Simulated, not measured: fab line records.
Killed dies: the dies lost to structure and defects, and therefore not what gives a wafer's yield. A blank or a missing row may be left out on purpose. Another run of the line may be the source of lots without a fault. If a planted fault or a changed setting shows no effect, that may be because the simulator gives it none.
fab line records    flow n5_finfet
record: lots: 24  wafers: 72  last_day: 19
route steps=1938 shown BEOL_M12@1613 BEOL_M13@1689
lots that met no fault: taken from a fault-free run of the same line
start_h: the number of hours between the record's first day and the start of the first shown wafer of the lot    wait_h: time in hours since the lot's previous step    " as in the row above    L1.1+2: several wafers, shown together as one row    - either no value or no given start    * or withheld: withheld    < > ~ a bound
route shown NAME@n: names a module that has steps shown in the file, with the first one's number in the route    usual: average and standard deviation across the fault-free wafers    same: alike in all rows    chamber/n: place in a boat    sites: the reading at each site    _std_site: standard deviation of those values    _edge_site: mean of outer sites minus mean of inner sites    radius_mm: for every site, how far away it sits from the centre of the wafer    mask NAME#n: copy n    behind: the last tool/chamber to shape the wafer    hold: reason for holding the lot/hours on hold/outcome of the hold    device: which transistor (n, p or np) failed to switch    end of line: the tests these same wafers got at the end of their route    a step with no rows: only its recipe    killed: not the wafer's yield, but the dies lost to structure and defects at the first sort    map: a wafer's dies, marking killed ones x, the rest . and places with no die _
set.NAME: the run value of the setting; set.NAME@STEP: its run value at that earlier step    model.NAME: the simulator's own value behind a step, which no gauge read
route steps across a sampled set of lots; one table per step, one row per wafer
services: a tool's chamber out of use, with start hour (start_h, from the record's first day; less than 0 if before it), hours out, and reason
== steps ==
step: N5_BEOL_M12_OVL_MEAS_11
recipe: points_per_wafer: 44
usual: V11_OVL: 0/4.7
lot.wafer  tool        chamber  start_h  wait_h  V11_OVL[nm]
L074.2     overlay-02  0        225.52   0.0     0
L074.3     "           0        "        "       3
L074.5     "           0        "        "       -1
L076.2     overlay-01  0        236.30   0.0     -3
L076.4     "           0        "        "       2
L076.5     "           0        "        "       -1
L075.3     overlay-01  0        238.31   0.0     3
L075.5     "           0        "        "       -2
L075.6     "           0        "        "       1
L077.2     overlay-02  0        251.83   0.0     3
L077.4     "           0        "        "       -7
L077.5     "           0        "        "       4
L079.3     overlay-01  0        257.73   0.0     0
L079.4     "           0        "        "       0
L079.6     "           0        "        "       3
L078.1     overlay-02  0        260.19   0.0     -2
L078.3     "           0        "        "       -1
L078.5     "           0        "        "       -5
L080.1     overlay-02  0        263.05   0.0     -5
L080.3     "           0        "        "       6
L080.4     "           0        "        "       -3
L081.1     overlay-02  0        284.66   0.0     -2
L081.2     "           0        "        "       -3
L081.5     "           0        "        "       0
L082.1     overlay-02  0        290.76   0.0     1
L082.3     "           0        "        "       -6
L082.4     "           0        "        "       -5
L083.1     overlay-01  0        302.39   0.0     -11
L083.3     "           0        "        "       0
L083.6     "           0        "        "       4
L084.1     overlay-02  0        310.85   0.0     0
L084.3     "           0        "        "       -3
L084.4     "           0        "        "       -3
L087.3     overlay-02  0        327.13   0.0     1
L087.5     "           0        "        "       6
L087.6     "           0        "        "       3
L086.1     overlay-02  0        328.56   0.0     0
L086.2     "           0        "        "       5
L086.6     "           0        "        "       -3
L085.3     overlay-01  0        329.24   0.0     -3
L085.4     "           0        "        "       -9
L085.6     "           0        "        "       0
L088.1     overlay-01  0        331.11   0.0     6
L088.3     "           0        "        "       0
L088.5     "           0        "        "       6
L089.3     overlay-01  0        333.53   0.0     9
L089.5     "           0        "        "       4
L089.6     "           0        "        "       4
L090.1     overlay-01  0        334.08   0.0     -7
L090.2     "           0        "        "       -4
L090.4     "           0        "        "       4
L091.1     overlay-01  0        345.44   0.0     -10
L091.2     "           0        "        "       1
L091.4     "           0        "        "       -2
L092.1     overlay-01  0        349.58   0.0     -7
L092.2     "           0        "        "       -6
L092.6     "           0        "        "       -5
L094.1     overlay-01  0        355.09   0.0     -7
L094.3     "           0        "        "       -5
L094.4     "           0        "        "       -4
L093.1     overlay-02  0        355.71   0.0     3
L093.3     "           0        "        "       5
L093.6     "           0        "        "       5
L095.1     overlay-01  0        366.32   0.0     -4
L095.2     "           0        "        "       -7
L095.5     "           0        "        "       -3
L096.1     overlay-02  0        390.92   0.0     10
L096.5     "           0        "        "       7
L096.6     "           0        "        "       3
L097.2     overlay-02  0        400.85   0.0     -2
L097.5     "           0        "        "       -1
L097.6     "           0        "        "       -1
step: N5_BEOL_M12_STRIP_64
recipe: chemistry: N2/H2  power_w: 1000  temp_c: 250  h2_frac: 0.65  overash_fraction: 0.3  pressure_mtorr: withheld  n2_flow_sccm: 1750  h2_flow_sccm: 3250
usual: drypump_motor_current_A: 5.9/0.49  heater_power_w: 346/39  oes_product_au: 0.715/0.0045  strip_time_to_endpoint_s: 31.36/0.075
same: overash_fraction: 0.3
lot.wafer  tool             chamber  start_h  wait_h  drypump_motor_current_A  heater_power_w  oes_product_au  rf_hours_counter_h  strip_time_to_endpoint_s
L074.2     plasma_asher-01  1        225.92   0.0     6.4                      331             0.712           66                  31.47
L074.3     "                0        "        "       5.3                      401             0.714           -                   31.51
L074.5     "                0        "        "       5.3                      400             0.720           -                   31.45
L076.2     plasma_asher-02  0        236.75   0.0     6.2                      299             0.721           114                 31.41
L076.4     "                0        "        "       6.2                      300             0.716           -                   31.41
L076.5     "                1        "        "       5.4                      325             0.716           -                   31.39
L075.3     plasma_asher-01  0        239.11   0.0     5.3                      404             0.713           -                   31.36
L075.5     "                1        "        "       6.4                      327             0.714           -                   31.43
L075.6     "                0        "        "       5.3                      396             0.713           -                   31.47
L077.2     plasma_asher-02  0        252.25   0.0     6.2                      303             0.703           121                 31.39
L077.4     "                0        "        "       6.2                      301             0.712           -                   31.46
L077.5     "                0        "        "       6.2                      300             0.714           -                   31.32
L079.3     plasma_asher-02  0        258.16   0.0     6.2                      303             0.721           -                   31.51
L079.4     "                1        "        "       5.4                      322             0.714           -                   31.48
L079.6     "                1        "        "       5.4                      326             0.710           -                   31.48
L078.1     plasma_asher-01  0        260.61   0.0     5.4                      402             0.719           71                  31.31
L078.3     "                0        "        "       5.4                      388             0.705           -                   31.34
L078.5     "                0        "        "       5.4                      402             0.713           -                   31.30
L080.1     plasma_asher-01  0        263.47   0.0     5.3                      398             0.712           72                  31.37
L080.3     "                0        "        "       5.3                      385             0.717           -                   31.23
L080.4     "                1        "        "       6.4                      325             0.714           -                   31.41
L081.1     plasma_asher-01  1        285.06   0.0     6.4                      318             0.709           75                  31.33
L081.2     "                0        "        "       5.3                      384             0.714           75                  31.36
L081.5     "                0        "        "       5.3                      393             0.720           -                   31.33
L082.1     plasma_asher-01  0        291.16   0.0     5.3                      396             0.713           77                  31.30
L082.3     "                1        "        "       6.4                      330             0.717           -                   31.32
L082.4     "                0        "        "       5.3                      408             0.712           -                   31.33
L083.1     plasma_asher-01  0        302.79   0.0     5.4                      405             0.715           79                  31.30
L083.3     "                0        "        "       5.3                      394             0.709           -                   31.25
L083.6     "                1        "        "       6.4                      334             0.716           -                   31.21
L084.1     plasma_asher-01  0        311.26   0.0     5.3                      392             0.721           80                  31.42
L084.3     "                0        "        "       5.4                      393             0.718           -                   31.41
L084.4     "                1        "        "       6.4                      331             0.721           -                   31.37
L087.3     plasma_asher-01  1        327.55   0.0     6.4                      322             0.712           -                   31.33
L087.5     "                0        "        "       5.3                      398             0.717           -                   31.36
L087.6     "                1        "        "       6.4                      332             0.717           -                   31.35
L086.1     plasma_asher-01  0        328.97   0.0     5.4                      405             0.718           84                  31.35
L086.2     "                1        "        "       6.4                      324             0.715           84                  31.31
L086.6     "                0        "        "       5.3                      404             0.718           -                   31.31
L085.3     plasma_asher-01  1        329.66   0.0     6.4                      328             0.714           -                   31.35
L085.4     "                0        "        "       5.3                      411             0.709           -                   31.34
L085.6     "                0        "        "       5.4                      400             0.717           -                   31.27
L088.1     plasma_asher-02  0        331.83   0.0     6.2                      301             0.713           136                 31.33
L088.3     "                0        "        "       6.2                      299             0.706           -                   31.34
L088.5     "                0        "        "       6.2                      300             0.709           -                   31.34
L089.3     plasma_asher-01  1        333.95   0.0     6.4                      331             0.713           -                   31.31
L089.5     "                0        "        "       5.4                      400             0.714           -                   31.31
L089.6     "                1        "        "       6.4                      330             0.717           -                   31.36
L090.1     plasma_asher-01  1        334.48   0.0     6.4                      320             0.721           85                  31.34
L090.2     "                0        "        "       5.3                      400             0.719           85                  31.23
L090.4     "                1        "        "       6.4                      324             0.717           -                   31.34
L091.1     plasma_asher-01  1        345.84   0.0     6.4                      325             0.711           88                  31.43
L091.2     "                0        "        "       5.4                      394             0.716           88                  31.31
L091.4     "                0        "        "       5.4                      399             0.715           -                   31.30
L092.1     plasma_asher-02  0        350.19   0.0     6.2                      307             0.715           140                 31.31
L092.2     "                1        "        "       5.4                      326             0.722           140                 31.34
L092.6     "                1        "        "       5.4                      316             0.717           -                   31.36
L094.1     plasma_asher-01  0        355.49   0.0     5.3                      401             0.705           90                  31.33
L094.3     "                1        "        "       6.4                      324             0.712           -                   31.44
L094.4     "                0        "        "       5.3                      397             0.713           -                   31.39
L093.1     plasma_asher-02  0        356.11   0.0     6.2                      302             0.721           141                 31.39
L093.3     "                0        "        "       6.2                      295             0.720           -                   31.30
L093.6     "                0        "        "       6.2                      304             0.715           -                   31.35
L095.1     plasma_asher-01  0        366.73   0.0     5.3                      402             0.713           92                  31.28
L095.2     "                1        "        "       6.4                      327             0.721           92                  31.20
L095.5     "                0        "        "       5.3                      410             0.719           -                   31.32
L096.1     plasma_asher-02  1        391.81   0.0     5.4                      320             0.711           147                 31.35
L096.5     "                0        "        "       6.2                      303             0.713           -                   31.31
L096.6     "                1        "        "       5.4                      323             0.711           -                   31.26
L097.2     plasma_asher-02  0        401.26   0.0     6.2                      303             0.719           149                 31.47
L097.5     "                1        "        "       5.4                      323             0.722           -                   31.47
L097.6     "                0        "        "       6.2                      296             0.717           -                   31.45
step: N5_BEOL_M12_CD_MEAS_17
recipe: target_cd_nm: 140  polarity: opening
usual: cd_nm: 141.2/1.5
lot.wafer  tool       chamber  start_h  wait_h  cd_nm
L074.2     cd_sem-02  -        226.07   0.0     138.6
L074.3     "          -        "        "       140.2
L074.5     "          -        "        "       138.4
L076.2     cd_sem-03  -        236.89   0.0     142.4
L076.4     "          -        "        "       140.6
L076.5     "          -        "        "       141.7
L075.3     cd_sem-02  -        239.24   0.0     143.4
L075.5     "          -        "        "       144.1
L075.6     "          -        "        "       143.6
L077.2     cd_sem-03  -        252.39   0.0     139.8
L077.4     "          -        "        "       142.4
L077.5     "          -        "        "       139.7
L079.3     cd_sem-03  -        258.29   0.0     143.1
L079.4     "          -        "        "       142.1
L079.6     "          -        "        "       143.2
L078.1     cd_sem-03  -        260.75   0.0     139.9
L078.3     "          -        "        "       141.6
L078.5     "          -        "        "       141.7
L080.1     cd_sem-03  -        263.62   0.0     140.2
L080.3     "          -        "        "       140.8
L080.4     "          -        "        "       141.5
L081.1     cd_sem-02  -        285.21   0.0     141.9
L081.2     "          -        "        "       142.4
L081.5     "          -        "        "       141.8
L082.1     cd_sem-01  -        291.32   0.0     143.6
L082.3     "          -        "        "       141.4
L082.4     "          -        "        "       143.2
L083.1     cd_sem-03  -        302.95   0.0     142.3
L083.3     "          -        "        "       139.9
L083.6     "          -        "        "       141.9
L084.1     cd_sem-02  -        311.40   0.0     144.5
L084.3     "          -        "        "       141.9
L084.4     "          -        "        "       143.3
L087.3     cd_sem-01  -        327.68   0.0     140.9
L087.5     "          -        "        "       140.0
L087.6     "          -        "        "       141.7
L086.1     cd_sem-03  -        329.11   0.0     141.2
L086.2     "          -        "        "       140.6
L086.6     "          -        "        "       139.1
L085.3     cd_sem-02  -        329.79   0.0     143.1
L085.4     "          -        "        "       141.4
L085.6     "          -        "        "       142.8
L088.1     cd_sem-03  -        331.99   0.0     139.7
L088.3     "          -        "        "       142.5
L088.5     "          -        "        "       142.2
L089.3     cd_sem-03  -        334.08   0.0     139.9
L089.5     "          -        "        "       139.6
L089.6     "          -        "        "       141.2
L090.1     cd_sem-02  -        334.63   0.0     142.6
L090.2     "          -        "        "       138.4
L090.4     "          -        "        "       141.6
L091.1     cd_sem-01  -        345.99   0.0     142.3
L091.2     "          -        "        "       142.6
L091.4     "          -        "        "       144.1
L092.1     cd_sem-02  -        350.34   0.0     140.9
L092.2     "          -        "        "       140.7
L092.6     "          -        "        "       139.6
L094.1     cd_sem-02  -        355.64   0.0     141.2
L094.3     "          -        "        "       141.4
L094.4     "          -        "        "       140.1
L093.1     cd_sem-01  -        356.48   0.0     142.1
L093.3     "          -        "        "       138.7
L093.6     "          -        "        "       139.9
L095.1     cd_sem-01  -        366.87   0.0     140.3
L095.2     "          -        "        "       144.4
L095.5     "          -        "        "       143.0
L096.1     cd_sem-03  -        391.96   0.0     141.6
L096.5     "          -        "        "       141.1
L096.6     "          -        "        "       139.1
L097.2     cd_sem-03  -        401.41   0.0     140.9
L097.5     "          -        "        "       140.6
L097.6     "          -        "        "       143.9
step: N5_BEOL_M12_INSPECT_30
recipe: mode: adi  inspect_instrument: macro
usual: raw_defect_count: 1.9/1.4
lot.wafer  tool               chamber  start_h  wait_h  raw_defect_count
L074.2     defect_inspect-02  -        226.58   0.0     3
L074.3     "                  -        "        "       1
L074.5     "                  -        "        "       2
L076.2     defect_inspect-02  -        237.27   0.0     1
L076.4     "                  -        "        "       3
L076.5     "                  -        "        "       3
L075.3     defect_inspect-01  -        239.62   0.0     5
L075.5     "                  -        "        "       0
L075.6     "                  -        "        "       5
L077.2     defect_inspect-01  -        252.90   0.0     4
L077.4     "                  -        "        "       6
L077.5     "                  -        "        "       4
L079.3     defect_inspect-01  -        258.79   0.0     3
L079.4     "                  -        "        "       1
L079.6     "                  -        "        "       2
L078.1     defect_inspect-02  -        261.26   0.0     1
L078.3     "                  -        "        "       2
L078.5     "                  -        "        "       3
L080.1     defect_inspect-01  -        264.00   0.0     1
L080.3     "                  -        "        "       3
L080.4     "                  -        "        "       0
L081.1     defect_inspect-01  -        285.72   0.0     3
L081.2     "                  -        "        "       2
L081.5     "                  -        "        "       3
L082.1     defect_inspect-02  -        291.82   0.0     1
L082.3     "                  -        "        "       3
L082.4     "                  -        "        "       0
L083.1     defect_inspect-01  -        303.33   0.0     4
L083.3     "                  -        "        "       1
L083.6     "                  -        "        "       3
L084.1     defect_inspect-02  -        311.91   0.0     2
L084.3     "                  -        "        "       0
L084.4     "                  -        "        "       2
L087.3     defect_inspect-02  -        328.06   0.0     2
L087.5     "                  -        "        "       5
L087.6     "                  -        "        "       2
L086.1     defect_inspect-01  -        329.63   0.0     1
L086.2     "                  -        "        "       1
L086.6     "                  -        "        "       1
L085.3     defect_inspect-02  -        330.30   0.0     4
L085.4     "                  -        "        "       2
L085.6     "                  -        "        "       2
L088.1     defect_inspect-02  -        332.49   0.0     3
L088.3     "                  -        "        "       1
L088.5     "                  -        "        "       0
L089.3     defect_inspect-02  -        334.47   0.0     2
L089.5     "                  -        "        "       1
L089.6     "                  -        "        "       3
L090.1     defect_inspect-02  -        335.01   0.0     2
L090.2     "                  -        "        "       2
L090.4     "                  -        "        "       0
L091.1     defect_inspect-01  -        346.50   0.0     3
L091.2     "                  -        "        "       3
L091.4     "                  -        "        "       2
L092.1     defect_inspect-02  -        350.85   0.0     3
L092.2     "                  -        "        "       1
L092.6     "                  -        "        "       1
L094.1     defect_inspect-01  -        356.15   0.0     2
L094.3     "                  -        "        "       3
L094.4     "                  -        "        "       1
L093.1     defect_inspect-01  -        356.99   0.0     1
L093.3     "                  -        "        "       2
L093.6     "                  -        "        "       2
L095.1     defect_inspect-02  -        367.38   0.0     5
L095.2     "                  -        "        "       1
L095.5     "                  -        "        "       0
L096.1     defect_inspect-01  -        392.50   0.0     1
L096.5     "                  -        "        "       1
L096.6     "                  -        "        "       0
L097.2     defect_inspect-02  -        401.91   0.0     1
L097.5     "                  -        "        "       1
L097.6     "                  -        "        "       2
step: N5_BEOL_M13_CD_MEAS_28
recipe: target_cd_nm: 209.5  landing_energy_ev: 500  detector: se_inlens
usual: cd_nm: 209.5/0.92
lot.wafer  tool       chamber  start_h  wait_h  cd_nm
L074.2     cd_sem-02  0        231.23   -       209.9
L074.3     "          0        "        "       211.1
L074.5     "          0        "        "       209.9
L076.2     cd_sem-01  0        243.56   -       210.1
L076.4     "          0        "        "       210.4
L076.5     "          0        "        "       210.0
L075.3     cd_sem-03  0        243.94   -       209.5
L075.5     "          0        "        "       209.4
L075.6     "          0        "        "       209.9
L077.2     cd_sem-01  0        256.82   -       210.5
L077.4     "          0        "        "       210.6
L077.5     "          0        "        "       210.1
L079.3     cd_sem-02  0        262.95   -       208.3
L079.4     "          0        "        "       208.6
L079.6     "          0        "        "       208.9
L078.1     cd_sem-03  0        265.30   -       209.1
L078.3     "          0        "        "       209.7
L078.5     "          0        "        "       209.7
L080.1     cd_sem-02  0        270.33   -       208.3
L080.3     "          0        "        "       210.1
L080.4     "          0        "        "       208.5
L081.1     cd_sem-03  0        291.38   -       208.6
L081.2     "          0        "        "       208.8
L081.5     "          0        "        "       207.3
L082.1     cd_sem-02  0        302.78   -       209.6
L082.3     "          0        "        "       208.3
L082.4     "          0        "        "       210.3
L083.1     cd_sem-02  0        309.24   -       208.8
L083.3     "          0        "        "       209.5
L083.6     "          0        "        "       209.3
L084.1     cd_sem-03  0        323.46   -       208.8
L084.3     "          0        "        "       208.7
L084.4     "          0        "        "       210.5
L087.3     cd_sem-01  0        334.68   -       210.4
L087.5     "          0        "        "       211.0
L087.6     "          0        "        "       209.8
L086.1     cd_sem-02  0        335.21   -       209.2
L086.2     "          0        "        "       209.5
L086.6     "          0        "        "       209.1
L085.3     cd_sem-02  0        335.53   -       208.6
L085.4     "          0        "        "       210.0
L085.6     "          0        "        "       209.8
L088.1     cd_sem-02  0        338.10   -       210.0
L088.3     "          0        "        "       210.9
L088.5     "          0        "        "       210.5
L089.3     cd_sem-01  0        339.54   -       210.1
L089.5     "          0        "        "       207.9
L089.6     "          0        "        "       209.3
L090.1     cd_sem-01  0        339.91   -       211.3
L090.2     "          0        "        "       209.7
L090.4     "          0        "        "       209.0
L091.1     cd_sem-03  0        353.48   -       210.0
L091.2     "          0        "        "       210.3
L091.4     "          0        "        "       211.2
L092.1     cd_sem-03  0        357.39   -       208.5
L092.2     "          0        "        "       208.5
L092.6     "          0        "        "       207.6
L094.1     cd_sem-01  0        361.36   -       208.5
L094.3     "          0        "        "       209.5
L094.4     "          0        "        "       209.6
L093.1     cd_sem-02  0        362.24   -       208.9
L093.3     "          0        "        "       208.4
L093.6     "          0        "        "       209.7
L095.1     cd_sem-02  0        373.53   -       209.4
L095.2     "          0        "        "       209.2
L095.5     "          0        "        "       210.7
L096.1     cd_sem-03  0        397.58   -       209.1
L096.5     "          0        "        "       208.5
L096.6     "          0        "        "       209.8
L097.2     cd_sem-03  0        406.69   -       210.4
L097.5     "          0        "        "       211.2
L097.6     "          0        "        "       210.9
step: N5_BEOL_M13_DESCUM_33
recipe: chemistry: O2  time_s: 7.9  source_power_w: 50  bias_power_w: 20  pressure_mtorr: 20  rf_frequency_hz: 2.712e+07  temp_c: 40  o2_flow_sccm: 225
usual: drypump_motor_current_A: 5.8/0.41  oes_product_au: 0.75/0.063  rf_vpp_V: 243.6/1.1  showerhead_plenum_p_Torr: 2.11/0.055  throttle_valve_pct: 20.51/0.14
lot.wafer  tool         chamber  start_h  wait_h  drypump_motor_current_A  oes_product_au  rf_hours_counter_h  rf_vpp_V  showerhead_plenum_p_Torr  throttle_valve_pct
L074.2     rie_diel-03  3        231.37   0.1     5.6                      0.69            224                 246.0     2.07                      20.55
L074.3     "            1        "        "       6.0                      0.85            52                  242.7     2.05                      20.33
L074.5     "            2        "        "       5.5                      0.73            -                   243.5     2.08                      20.30
L076.2     rie_diel-05  3        243.92   0.3     5.7                      0.83            71                  245.0     2.20                      20.40
L076.4     "            0        "        "       5.2                      0.79            105                 243.2     2.10                      20.67
L076.5     "            0        "        "       5.2                      0.78            -                   244.7     2.10                      20.65
L075.3     rie_diel-04  0        244.02   0.0     5.4                      0.83            81                  244.1     2.21                      20.30
L075.5     "            2        "        "       6.5                      0.72            -                   241.8     2.07                      20.38
L075.6     "            3        "        "       6.5                      0.70            -                   242.9     2.09                      20.45
L077.2     rie_diel-04  0        257.07   0.2     5.4                      0.82            84                  244.5     2.21                      20.32
L077.4     "            3        "        "       6.4                      0.69            196                 244.3     2.08                      20.45
L077.5     "            1        "        "       6.2                      0.75            -                   243.7     2.09                      20.65
L079.3     rie_diel-03  3        263.03   0.0     5.6                      0.68            234                 241.5     2.06                      20.56
L079.4     "            2        "        "       5.4                      0.72            204                 243.2     2.08                      20.30
L079.6     "            1        "        "       6.0                      0.83            -                   243.1     2.04                      20.37
L078.1     rie_diel-04  2        265.39   0.0     6.5                      0.71            227                 243.6     2.07                      20.40
L078.3     "            0        "        "       5.4                      0.82            87                  245.7     2.21                      20.31
L078.5     "            2        "        "       6.5                      0.71            -                   243.5     2.07                      20.40
L080.1     rie_diel-05  2        270.42   0.0     5.7                      0.71            226                 244.5     2.15                      20.69
L080.3     "            3        "        "       5.7                      0.82            78                  245.2     2.20                      20.43
L080.4     "            0        "        "       5.2                      0.77            113                 243.7     2.10                      20.67
L081.1     rie_diel-05  2        291.47   0.0     5.7                      0.70            232                 244.9     2.15                      20.71
L081.2     "            0        "        "       5.2                      0.77            119                 242.3     2.10                      20.68
L081.5     "            0        "        "       5.2                      0.77            -                   241.7     2.10                      20.67
L082.1     rie_diel-04  2        302.91   0.1     6.5                      0.70            237                 242.4     2.07                      20.41
L082.3     "            3        "        "       6.4                      0.68            204                 241.8     2.08                      20.46
L082.4     "            1        "        "       6.2                      0.73            180                 242.8     2.08                      20.68
L083.1     rie_diel-05  3        309.33   0.0     5.7                      0.80            90                  245.2     2.20                      20.44
L083.3     "            1        "        "       5.8                      0.70            205                 245.5     2.16                      20.56
L083.6     "            2        "        "       5.7                      0.69            -                   243.5     2.15                      20.71
L084.1     rie_diel-04  1        323.55   0.0     6.2                      0.72            187                 243.5     2.08                      20.68
L084.3     "            0        "        "       5.5                      0.80            102                 244.6     2.21                      20.34
L084.4     "            2        "        "       6.5                      0.70            244                 242.4     2.07                      20.43
L087.3     rie_diel-05  2        334.76   0.0     5.7                      0.69            243                 245.2     2.14                      20.71
L087.5     "            0        "        "       5.2                      0.75            -                   243.0     2.09                      20.68
L087.6     "            1        "        "       5.8                      0.69            -                   245.1     2.16                      20.56
L086.1     rie_diel-05  1        335.31   0.0     5.8                      0.70            213                 243.8     2.16                      20.56
L086.2     "            3        "        "       5.7                      0.79            98                  243.4     2.19                      20.44
L086.6     "            3        "        "       5.8                      0.79            -                   245.7     2.19                      20.44
L085.3     rie_diel-03  2        335.62   0.0     5.5                      0.71            224                 243.2     2.07                      20.33
L085.4     "            2        "        "       5.5                      0.71            -                   243.5     2.07                      20.35
L085.6     "            0        "        "       6.3                      0.69            -                   242.3     2.05                      20.49
L088.1     rie_diel-05  3        338.19   0.0     5.7                      0.80            100                 245.3     2.19                      20.46
L088.3     "            0        "        "       5.2                      0.75            135                 244.0     2.09                      20.69
L088.5     "            1        "        "       5.8                      0.70            -                   244.9     2.16                      20.58
L089.3     rie_diel-04  3        339.62   0.0     6.5                      0.68            215                 243.5     2.08                      20.47
L089.5     "            1        "        "       6.3                      0.72            -                   243.2     2.08                      20.70
L089.6     "            0        "        "       5.4                      0.80            -                   245.1     2.21                      20.35
L090.1     rie_diel-03  0        340.02   0.1     6.3                      0.70            249                 242.3     2.05                      20.49
L090.2     "            2        "        "       5.4                      0.71            226                 242.5     2.07                      20.35
L090.4     "            0        "        "       6.3                      0.69            -                   242.2     2.05                      20.48
L091.1     rie_diel-05  1        353.57   0.0     5.8                      0.69            219                 244.8     2.16                      20.57
L091.2     "            3        "        "       5.8                      0.80            105                 244.7     2.19                      20.47
L091.4     "            0        "        "       5.2                      0.75            -                   243.9     2.09                      20.70
L092.1     rie_diel-04  0        357.48   0.0     5.4                      0.79            114                 245.7     2.20                      20.35
L092.2     "            3        "        "       6.5                      0.67            221                 243.2     2.07                      20.49
L092.6     "            1        "        "       6.2                      0.71            -                   242.9     2.08                      20.69
L094.1     rie_diel-03  1        361.45   0.0     6.0                      0.80            91                  240.9     2.03                      20.41
L094.3     "            2        "        "       5.5                      0.69            236                 242.6     2.07                      20.36
L094.4     "            2        "        "       5.5                      0.70            -                   243.7     2.07                      20.36
L093.1     rie_diel-04  3        362.33   0.0     6.5                      0.67            224                 242.9     2.07                      20.49
L093.3     "            1        "        "       6.2                      0.71            201                 243.3     2.07                      20.71
L093.6     "            1        "        "       6.2                      0.71            -                   243.0     2.07                      20.71
L095.1     rie_diel-05  0        373.62   0.0     5.3                      0.74            149                 243.6     2.09                      20.72
L095.2     "            3        "        "       5.8                      0.79            113                 244.6     2.19                      20.47
L095.5     "            1        "        "       5.8                      0.69            -                   245.1     2.16                      20.58
L096.1     rie_diel-04  3        398.13   0.5     6.4                      0.68            235                 241.3     2.07                      20.53
L096.5     "            1        "        "       6.2                      0.72            -                   241.7     2.07                      20.73
L096.6     "            0        "        "       5.5                      0.78            -                   243.8     2.20                      20.39
L097.2     rie_diel-05  0        406.77   0.0     5.2                      0.74            156                 243.5     2.08                      20.75
L097.5     "            1        "        "       5.8                      0.68            -                   244.3     2.15                      20.60
L097.6     "            2        "        "       5.7                      0.96            -                   244.9     2.14                      20.40
== services ==
tool             chamber  start_h  hours  kind
plasma_asher-01  -        212.83   2.8    pm
rie_diel-03      1        235.73   2.8    repair
plasma_asher-01  -        240.82   12.0   repair
rie_diel-03      -        252.66   2.8    pm
rie_diel-04      3        264.39   11.2   repair
rie_diel-04      0        290.08   9.8    repair
rie_diel-03      3        308.45   5.8    repair
rie_diel-05      2        328.85   3.0    repair
rie_diel-03      3        334.88   -      clean
rie_diel-03      3        334.88   -      consumable_replace:esc
rie_diel-03      3        334.88   -      consumable_replace:focus_ring
rie_diel-03      3        334.88   25.6   scheduled_down
rie_diel-03      3        334.88   25.6   vent_cycle
plasma_asher-02  -        336.90   2.1    repair
rie_diel-05      1        340.18   4.2    repair
rie_diel-04      2        349.86   -      clean
rie_diel-04      2        349.86   -      consumable_replace:focus_ring
rie_diel-04      2        349.86   25.0   scheduled_down
rie_diel-04      2        349.86   25.0   vent_cycle
rie_diel-05      2        352.59   -      clean
rie_diel-05      2        352.59   -      consumable_replace:focus_ring
rie_diel-05      2        352.59   24.2   scheduled_down
rie_diel-05      2        352.59   24.2   vent_cycle
rie_diel-03      0        355.67   52.1   repair
== key ==
fault none
